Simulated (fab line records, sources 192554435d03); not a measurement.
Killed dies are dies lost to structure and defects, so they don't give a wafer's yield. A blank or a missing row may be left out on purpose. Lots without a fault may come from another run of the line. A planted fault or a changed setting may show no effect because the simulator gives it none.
fab line records | flow n5_finfet
record lots=10 wafers=30 last_day=18
route steps=1938 shown DUMMY_REMOVAL@381 HKMG_FIN@386 BEOL_M4@1111 PASSIVATION@1936
lots that met no fault: from a run of the same line without faults
start_h: hours from the record's first day to the start of the lot's first wafer shown | wait_h: hours since the lot's step before | " the same as in the row above | L1.1+2: a row that stands for several wafers | - no value, or no start given | * or withheld: withheld | < > ~ a bound
route shown NAME@n: a module of which the file shows steps, and the number in the route of the first | usual: mean/standard deviation of fault-free wafers | same: alike in all rows | chamber/n: place in a boat | sites: the reading at each site | _std_site: their standard deviation | _edge_site: outer sites' mean less inner sites' | radius_mm: how far each site lies from the wafer's centre | mask NAME#n: copy n | behind: the tool/chamber that last shaped the wafer | hold: why the lot was held/for how many hours/how that ended | device: the transistor (n, p or np) that didn't switch | end of line: the same wafers' tests at the end of the route | a step without rows: its recipe alone | killed: dies lost to structure and defects at the first sort, not the wafer's yield | map: a wafer's dies, x killed, . not, _ none there
set.NAME: the setting as run; set.NAME@STEP: as run at that earlier step | model.NAME: the simulator's own value behind a step, which no gauge read
steps of the route over a sample of lots; a table a step, a row a wafer
services: from which hour (start_h, from the record's first day; less than 0 if before it) a tool's chamber was out of use, for how many hours, and why
## steps
# step N5_DUMMY_REMOVAL_INSPECT_06
# recipe inspect_instrument=brightfield mode=aei
# usual raw_defect_count=11/4.8
# columns lot.wafer tool chamber start_h wait_h raw_defect_count
L636.1 defect_inspect-01 - 79.11 0.0 10
L636.2 " - " " 8
L636.5 " - " " 8
L640.2 defect_inspect-01 - 100.11 0.0 13
L640.4 " - " " 3
L640.6 " - " " 10
L641.1 defect_inspect-01 - 109.55 0.0 12
L641.2 " - " " 4
L641.4 " - " " 12
L644.1 defect_inspect-02 - 125.70 0.0 12
L644.3 " - " " 6
L644.4 " - " " 11
L647.4 defect_inspect-02 - 148.52 0.0 13
L647.5 " - " " 12
L647.6 " - " " 9
L648.1 defect_inspect-01 - 149.64 0.0 4
L648.2 " - " " 13
L648.5 " - " " 10
L649.2 defect_inspect-01 - 157.64 0.0 18
L649.4 " - " " 17
L649.5 " - " " 15
L654.3 defect_inspect-02 - 189.87 0.0 11
L654.5 " - " " 9
L654.6 " - " " 9
L655.1 defect_inspect-01 - 191.58 0.0 3
L655.2 " - " " 10
L655.6 " - " " 5
L658.1 defect_inspect-01 - 210.97 0.0 11
L658.4 " - " " 16
L658.6 " - " " 24
# step N5_HKMG_FIN_HK_ALD_01
# recipe material=HfO2 target_thk_a=16 temp_c=withheld ald_precursor_family=HfCl4 ald_co_reactant=H2O pulse_time_s=3 purge_time_s=3 co_reactant_purge_time_s=2.5 co_reactant_pulse_time_s=0.3 ald_cycles=30
# usual precursor_pulse_height_rel=1.000/0.018
# same co_reactant_purge_time_s=2.5
# columns lot.wafer tool chamber start_h wait_h precursor_pulse_height_rel
L636.1 ald_hk-01 3 79.65 0.0 1.006
L636.2 " 2 " " 0.971
L636.5 " 1 " " 1.005
L640.2 ald_hk-02 2 100.47 0.0 0.994
L640.4 " 3 " " 1.023
L640.6 " 0 " " 1.037
L641.1 ald_hk-01 1 109.91 0.0 0.984
L641.2 " 0 " " 0.998
L641.4 " 3 " " 0.989
L644.1 ald_hk-03 0 126.06 0.0 0.976
L644.3 " 3 " " 0.967
L644.4 " 1 " " 0.997
L647.4 ald_hk-03 0 148.87 0.0 1.014
L647.5 " 2 " " 1.028
L647.6 " 1 " " 0.985
L648.1 ald_hk-03 2 150.00 0.0 0.984
L648.2 " 1 " " 0.975
L648.5 " 1 " " 0.997
L649.2 ald_hk-03 2 157.99 0.0 0.983
L649.4 " 3 " " 0.992
L649.5 " 3 " " 0.998
L654.3 ald_hk-03 2 190.23 0.0 1.013
L654.5 " 1 " " 0.988
L654.6 " 0 " " 1.027
L655.1 ald_hk-01 1 191.94 0.0 0.989
L655.2 " 2 " " 0.991
L655.6 " 0 " " 0.994
L658.1 ald_hk-02 1 211.33 0.0 0.996
L658.4 " 3 " " 0.967
L658.6 " 2 " " 1.012
# step N5_HKMG_FIN_INSPECT_61
# recipe mode=adi inspect_instrument=macro
# usual raw_defect_count=2.1/1.5
# columns lot.wafer tool chamber start_h wait_h raw_defect_count
L636.1 defect_inspect-01 - 80.65 0.0 3
L636.2 " - " " 1
L636.5 " - " " 2
L640.2 defect_inspect-02 - 101.64 0.0 0
L640.4 " - " " 3
L640.6 " - " " 1
L641.1 defect_inspect-02 - 110.95 0.0 3
L641.2 " - " " 1
L641.4 " - " " 0
L644.1 defect_inspect-02 - 127.22 0.0 3
L644.3 " - " " 1
L644.4 " - " " 1
L647.4 defect_inspect-01 - 149.76 0.0 3
L647.5 " - " " 4
L647.6 " - " " 0
L648.1 defect_inspect-01 - 151.00 0.0 3
L648.2 " - " " 2
L648.5 " - " " 0
L649.2 defect_inspect-02 - 159.08 0.0 1
L649.4 " - " " 1
L649.5 " - " " 2
L654.3 defect_inspect-02 - 191.13 0.0 4
L654.5 " - " " 2
L654.6 " - " " 3
L655.1 defect_inspect-01 - 192.94 0.0 1
L655.2 " - " " 4
L655.6 " - " " 1
L658.1 defect_inspect-01 - 212.33 0.0 1
L658.4 " - " " 4
L658.6 " - " " 1
# step N5_HKMG_FIN_WET_ETCH_82
# recipe chemistry=dHCl mix=1:10000 temp_c=25 target=La2O3 stop_on=HfO2 target_depth_nm=2 dry=ipa_marangoni rinse_time_s=30 rinse_temp_c=23
# usual bath_heat_duty_pct=6.3/0.82 rinse_temp_c=23.01/0.11
# columns lot.wafer tool chamber start_h wait_h bath_heat_duty_pct rinse_temp_c
L636.1 wet_bench-04 1 82.93 0.0 8.0 22.95
L636.2 " 2 " " 6.9 23.13
L636.5 " 6 " " 7.2 22.86
L640.2 wet_bench-05 7 103.91 0.0 6.4 22.99
L640.4 " 5 " " 5.7 23.07
L640.6 " 0 " " 6.3 23.02
L641.1 wet_bench-02 0 113.05 0.0 5.4 22.85
L641.2 " 4 " " 7.3 22.95
L641.4 " 3 " " 7.1 23.05
L644.1 wet_bench-04 4 131.01 0.0 5.9 23.15
L644.3 " 2 " " 6.1 22.93
L644.4 " 1 " " 8.1 23.04
L647.4 wet_bench-04 5 151.98 0.0 - -
L647.5 " 0 " " - -
L647.6 " 3 " " - -
L648.1 wet_bench-05 6 153.50 0.0 - -
L648.2 " 4 " " - -
L648.5 " 7 " " - -
L649.2 wet_bench-04 2 162.48 0.0 - -
L649.4 " 5 " " - -
L649.5 " 7 " " - -
L654.3 wet_bench-05 5 193.23 0.0 6.3 23.26
L654.5 " 4 " " 4.6 23.10
L654.6 " 0 " " 5.6 23.23
L655.1 wet_bench-04 7 195.05 0.0 7.1 22.99
L655.2 " 6 " " 7.0 23.00
L655.6 " 1 " " 7.5 23.06
L658.1 wet_bench-04 5 214.60 0.0 7.3 22.78
L658.4 " 0 " " 5.9 23.04
L658.6 " 7 " " 6.8 23.09
# step N5_BEOL_M4_RC_MEAS_101
# usual DIBL_N=35.9/1.3 DIBL_P=36.3/1.5 EOT_P=10.46/0.087 IGATE_P=0.0038/0.00046 IOFF_N=0.153/0.023 IOFF_P=0.208/0.028 IOFF_P_85C=3.6/0.41 IOFF_P_LIN=0.099/0.011 IOFF_P_LONG=0.000105/8.5e-06 ION_N=672/9.7 ION_P=462/6.6 SS_N=71.5/0.53 SS_P=73.3/0.59 VT_N=250.4/2.7 VT_N_LVT=99/3.1 VT_P=-250.5/3 VT_P_LONG=-275.5/2.8
# columns lot.wafer tool chamber start_h wait_h DIBL_N[mV/V] DIBL_P[mV/V] EOT_P IGATE_P[nA/um] IOFF_N[nA/um] IOFF_P[nA/um] IOFF_P_85C[nA/um] IOFF_P_LIN[nA/um] IOFF_P_LONG[nA/um] ION_N[uA/um] ION_P[uA/um] SS_N[mV/dec] SS_P[mV/dec] VT_N[mV] VT_N_LVT[mV] VT_P[mV] VT_P_LONG[mV]
L636.1 prober-01 0 183.96 0.0 35.9 35.8 10.51 0.0039 0.154 0.189 3.3 0.089 9.1e-05 673 457 71.3 73.1 251.8 97 -254.4 -280.0
L636.2 " 0 " " 37.1 37.6 10.49 0.0035 0.182 0.213 3.7 0.097 9.3e-05 677 457 71.6 73.7 251.6 95 -250.9 -278.8
L636.5 " 0 " " 37.2 37.0 10.48 0.0038 0.181 0.215 3.7 0.096 9.3e-05 684 465 72.2 74.0 248.6 95 -250.2 -279.0
L640.2 prober-02 0 211.64 0.2 35.9 36.9 10.51 0.0035 0.143 0.198 3.5 0.093 9.5e-05 655 451 71.9 72.9 253.9 103 -255.0 -278.5
L640.4 " 0 " " 37.1 38.6 10.34 0.0037 0.173 0.225 3.8 0.101 9.3e-05 671 461 71.3 73.9 248.6 101 -249.8 -276.2
L640.6 " 0 " " 34.8 36.6 10.42 0.0039 0.137 0.194 3.4 0.091 9.5e-05 666 459 70.9 72.7 251.7 104 -250.7 -279.6
L641.1 prober-01 0 223.00 0.0 36.8 37.2 10.49 0.0042 0.170 0.235 4.1 0.108 0.000108 681 470 72.2 73.8 248.3 98 -249.1 -275.3
L641.2 " 0 " " 36.9 35.8 10.42 0.0039 0.168 0.222 3.9 0.104 0.000106 685 469 70.7 73.4 248.3 97 -250.4 -276.5
L641.4 " 0 " " 35.7 35.7 10.43 0.0045 0.149 0.217 3.8 0.101 0.00011 671 467 71.8 73.9 252.0 100 -249.9 -273.6
L644.1 prober-02 0 227.20 0.0 35.7 35.8 10.42 0.0043 0.135 0.180 3.2 0.086 0.0001 675 460 71.3 73.6 253.1 100 -249.9 -278.5
L644.3 " 0 " " 37.4 38.7 10.60 0.0036 0.173 0.224 3.9 0.103 0.000102 684 471 71.7 73.5 247.8 95 -248.1 -277.5
L644.4 " 0 " " 37.4 38.2 10.43 0.0043 0.169 0.213 3.7 0.098 0.0001 686 464 71.9 73.1 247.4 95 -251.0 -275.6
L647.4 prober-02 0 251.67 0.5 36.8 36.5 10.79 0.0008 0.161 0.048 1.0 0.023 4.8e-05 677 386 71.4 74.2 253.2 56 -294.8 -319.6
L647.5 " 0 " " 34.5 34.3 10.97 0.0006 0.123 0.040 0.9 0.020 4.5e-05 660 384 71.1 72.9 253.4 60 -296.0 -320.0
L647.6 " 0 " " 35.1 34.3 10.81 0.0008 0.129 0.040 0.9 0.020 4.8e-05 659 386 71.6 73.5 254.8 60 -296.1 -321.5
L649.2 prober-02 0 268.63 0.2 36.0 37.9 10.75 0.0008 0.177 0.053 1.2 0.026 5.4e-05 687 400 71.6 74.0 243.4 50 -291.7 -314.0
L649.4 " 0 " " 37.6 38.8 10.83 0.0006 0.198 0.055 1.2 0.026 5.3e-05 664 390 72.9 74.4 246.2 50 -290.8 -313.2
L649.5 " 0 " " 36.6 37.6 10.76 0.0006 0.174 0.053 1.2 0.026 5.1e-05 676 395 71.9 73.6 246.1 51 -289.4 -318.2
L648.1 prober-02 0 274.79 0.0 34.4 35.2 10.87 0.0007 0.117 0.037 0.9 0.019 4.3e-05 656 380 70.8 72.7 253.0 58 -293.6 -322.4
L648.2 " 0 " " 36.0 37.0 10.93 0.0005 0.137 0.044 1.0 0.021 4.8e-05 656 385 71.7 73.1 252.0 56 -294.6 -317.9
L648.5 " 0 " " 37.2 38.5 11.01 0.0006 0.153 0.048 1.1 0.022 4.8e-05 666 388 71.6 73.5 251.0 56 -295.0 -319.6
L654.3 prober-01 0 303.42 0.8 33.7 34.3 10.53 0.0036 0.136 0.213 3.7 0.105 0.000119 665 462 70.9 73.3 251.6 101 -247.8 -273.4
L654.5 " 0 " " 33.9 34.7 10.38 0.0044 0.137 0.212 3.7 0.104 0.000118 670 466 70.4 72.4 250.3 100 -248.5 -271.3
L654.6 " 0 " " 34.0 35.1 10.43 0.0037 0.144 0.223 3.9 0.110 0.000124 686 476 71.5 73.6 251.4 99 -245.7 -272.1
L655.1 prober-01 0 309.20 0.0 35.8 38.0 10.55 0.0033 0.168 0.216 3.8 0.100 0.000104 673 462 71.5 73.4 249.3 100 -252.6 -275.2
L655.2 " 0 " " 32.8 34.6 10.45 0.0038 0.121 0.176 3.1 0.088 0.000105 669 460 71.3 72.8 251.3 104 -253.5 -276.2
L655.6 " 0 " " 34.9 37.1 10.55 0.0036 0.152 0.203 3.5 0.097 0.000107 685 474 71.5 73.5 252.4 100 -249.4 -274.9
L658.1 prober-02 0 336.40 0.0 35.8 35.8 10.42 0.0037 0.145 0.211 3.7 0.103 0.000108 689 473 70.6 72.9 248.5 98 -249.6 -272.4
L658.4 " 0 " " 35.0 34.7 10.47 0.0036 0.134 0.189 3.4 0.095 0.000107 679 469 70.9 72.8 250.8 99 -249.5 -273.4
L658.6 " 0 " " 35.3 34.6 10.64 0.0026 0.136 0.192 3.5 0.096 0.000108 672 462 70.7 73.1 250.5 100 -249.6 -274.7
# step N5_PASSIVATION_PROBE_49
# usual defect_limited_yield=91.1/1.5 killed_at_M0_to_M3=35/9.5 killed_at_M4_up=13/5.2 killed_at_contacts=12/6.1 killed_at_front_end=41/14 killed_at_other=3.8/2.9 killed_dies=105/17 killed_open=70/13 killed_short=33/8.4 sort_bin_5_function=5.1/0.97 sort_bin_6_memory=3.4/0.69 sort_bin_8_speed=0.00/0.007 sort_n_pass=1075/17 sort_yield_pct=91.1/1.5
# same gross_dies=1180 killed_at_back_side=0 sort_bin_4_leakage[%]=0
# columns lot.wafer tool chamber start_h wait_h defect_limited_yield[%] killed_at_M0_to_M3 killed_at_M4_up killed_at_contacts killed_at_front_end killed_at_other killed_dies killed_open killed_short sort_bin_5_function[%] sort_bin_6_memory[%] sort_bin_8_speed[%] sort_n_pass sort_yield_pct[%]
L647.4 prober-01 - 355.32 0.2 91.4 36 11 15 29 10 101 63 36 5.1 3.1 91.44 0 0
L647.5 prober-01 - 355.37 0.2 93.1 30 8 6 30 7 81 50 29 3.3 3.1 93.14 0 0
L647.6 prober-01 - 355.42 0.3 89.8 31 12 20 48 9 120 80 37 5.3 4.7 89.83 0 0
L649.2 prober-01 - 369.49 0.1 91.3 22 19 11 51 0 103 71 28 4.9 3.4 91.27 0 0
L649.4 prober-01 - 369.59 0.2 91.2 37 24 3 38 2 104 74 29 5.3 3.2 91.19 0 0
L649.5 prober-01 - 369.64 0.2 91.9 18 14 12 43 8 95 61 32 4.9 3.1 91.95 0 0
L648.1 prober-01 - 373.97 0.0 89.4 30 14 20 54 7 125 81 42 6.0 4.0 89.41 0 0
L648.2 prober-01 - 374.02 0.1 90.5 35 11 8 52 6 112 73 38 4.6 4.7 90.51 0 0
L648.5 prober-01 - 374.17 0.2 90.1 37 17 14 49 0 117 84 30 6.1 3.5 90.08 0 0
# killed by level:class
L647.4 MOL_CONTACT_COAG:geometric_particle:open=14 STI_FIN_REVEAL:geometric_particle:open=13 BEOL_M0_SAQP:geometric_particle:short=8 BEOL_M0_SAQP:geometric_particle:open=6 BEOL_M2:geometric_particle:short=6 BEOL_M1:geometric_particle:open=5 BEOL_M7:geometric_particle:open=5 BEOL_M3:geometric_particle:open=4
L647.5 STI_FIN_REVEAL:geometric_particle:open=11 BEOL_M1:geometric_particle:open=9 BEOL_M0_SAQP:geometric_particle:short=7 STI_FIN_REVEAL:geometric_particle:short=5 GATE_CUT:geometric_particle:short=5 MOL_CONTACT_COAG:geometric_particle:open=5 GATE_CUT:geometric_particle:open=4 PASS1_CAP:geometric_particle:open=4
L647.6 STI_FIN_REVEAL:geometric_particle:open=13 MOL_CONTACT_COAG:geometric_particle:open=12 BEOL_M1:geometric_particle:open=10 DUMMY_GATE:geometric_particle:open=9 MOL_CONTACT_COAG:geometric_particle:short=8 BEOL_M0_SAQP:geometric_particle:open=6 BEOL_M4:geometric_particle:open=6 STI_FIN_REVEAL:geometric_particle:short=5
L649.2 FIN_SAQP:geometric_particle:open=23 MOL_CONTACT_COAG:geometric_particle:open=10 FIN_SAQP:geometric_particle:short=9 BEOL_M4:geometric_particle:open=8 BEOL_M6:geometric_particle:open=5 BEOL_M0_SAQP:geometric_particle:short=5 BEOL_M0_SAQP:geometric_particle:open=5 BEOL_M3:geometric_particle:open=4
L649.4 BEOL_M4:geometric_particle:open=11 STI_FIN_REVEAL:geometric_particle:open=8 BEOL_M0_SAQP:geometric_particle:open=8 BEOL_M3:geometric_particle:open=8 FIN_SAQP:geometric_particle:open=6 BEOL_M0_SAQP:geometric_particle:short=6 BEOL_M3:geometric_particle:short=6 STARTING-WAFER:geometric_particle:short=6
L649.5 DUMMY_GATE:geometric_particle:open=10 FIN_SAQP:geometric_particle:open=9 MOL_CONTACT_COAG:geometric_particle:open=8 STI_FIN_REVEAL:geometric_particle:open=7 BEOL_M0_SAQP:geometric_particle:short=7 BEOL_M4:geometric_particle:open=5 GATE_CUT:geometric_particle:short=4 MOL_CONTACT_COAG:geometric_particle:short=4
L648.1 MOL_CONTACT_COAG:geometric_particle:open=16 GATE_CUT:geometric_particle:short=13 BEOL_M3:geometric_particle:open=11 STI_FIN_REVEAL:geometric_particle:open=8 GATE_CUT:geometric_particle:open=8 DUMMY_GATE:geometric_particle:open=6 BEOL_M3:geometric_particle:short=6 ILD0:geometric_particle:open=4
L648.2 BEOL_M3:geometric_particle:open=17 GATE_CUT:geometric_particle:open=10 GATE_CUT:geometric_particle:short=10 DUMMY_GATE:geometric_particle:open=8 FIN_SAQP:geometric_particle:open=7 FIN_SAQP:geometric_particle:short=6 MOL_CONTACT_COAG:geometric_particle:open=5 BEOL_M0_SAQP:geometric_particle:open=5
L648.5 MOL_CONTACT_COAG:geometric_particle:open=11 STI_FIN_REVEAL:geometric_particle:open=11 BEOL_M3:geometric_particle:open=11 FIN_SAQP:geometric_particle:short=9 BEOL_M0:geometric_particle:open=8 FIN_SAQP:geometric_particle:open=7 GATE_CUT:geometric_particle:open=7 BEOL_M3:geometric_particle:short=6
## services
# columns tool chamber start_h hours kind
ald_hk-03 - 94.35 2.8 pm
## key
first_sign step=N5_HKMG_FIN_WET_ETCH_82 reading=tool_record direction=missing
effect step=N5_BEOL_M4_RC_MEAS_101 reading=VT_P_LONG direction=down sigmas=16 usual=-275.5 struck=-318.5
effect step=N5_BEOL_M4_RC_MEAS_101 reading=VT_P direction=down sigmas=15 usual=-250.5 struck=-293.5
effect step=N5_BEOL_M4_RC_MEAS_101 reading=VT_N_LVT direction=down sigmas=14 usual=99 struck=55
effect step=N5_BEOL_M4_RC_MEAS_101 reading=ION_P direction=down sigmas=11 usual=462 struck=388
effect step=N5_BEOL_M4_RC_MEAS_101 reading=IOFF_P_LIN direction=down sigmas=7 usual=0.099 struck=0.022
effect step=N5_BEOL_M4_RC_MEAS_101 reading=IGATE_P direction=down sigmas=6.8 usual=0.0038 struck=0.0007
effect step=N5_BEOL_M4_RC_MEAS_101 reading=IOFF_P_LONG direction=down sigmas=6.6 usual=0.000105 struck=4.9e-05
effect step=N5_BEOL_M4_RC_MEAS_101 reading=IOFF_P_85C direction=down sigmas=6.3 usual=3.6 struck=1.0
effect step=N5_BEOL_M4_RC_MEAS_101 reading=IOFF_P direction=down sigmas=5.8 usual=0.208 struck=0.046
effect step=N5_BEOL_M4_RC_MEAS_101 reading=EOT_P direction=up sigmas=4.6 usual=10.46 struck=10.86
effect step=N5_PASSIVATION_PROBE_49 reading=sort_bin_8_speed direction=up sigmas=99+ usual=0.00 struck=90.98
met_at N5_HKMG_FIN_WET_ETCH_82
struck_lots L647,L648,L649
not_acting_at N5_DUMMY_REMOVAL_INSPECT_06,N5_HKMG_FIN_HK_ALD_01,N5_HKMG_FIN_INSPECT_61
onset_between 131.01 151.98
fault kind=skipped_step_whole tool=wet_bench-04,wet_bench-05 chamber=- onset_h=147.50 steps=N5_HKMG_FIN_WET_ETCH_82 scope=struck_lots_only
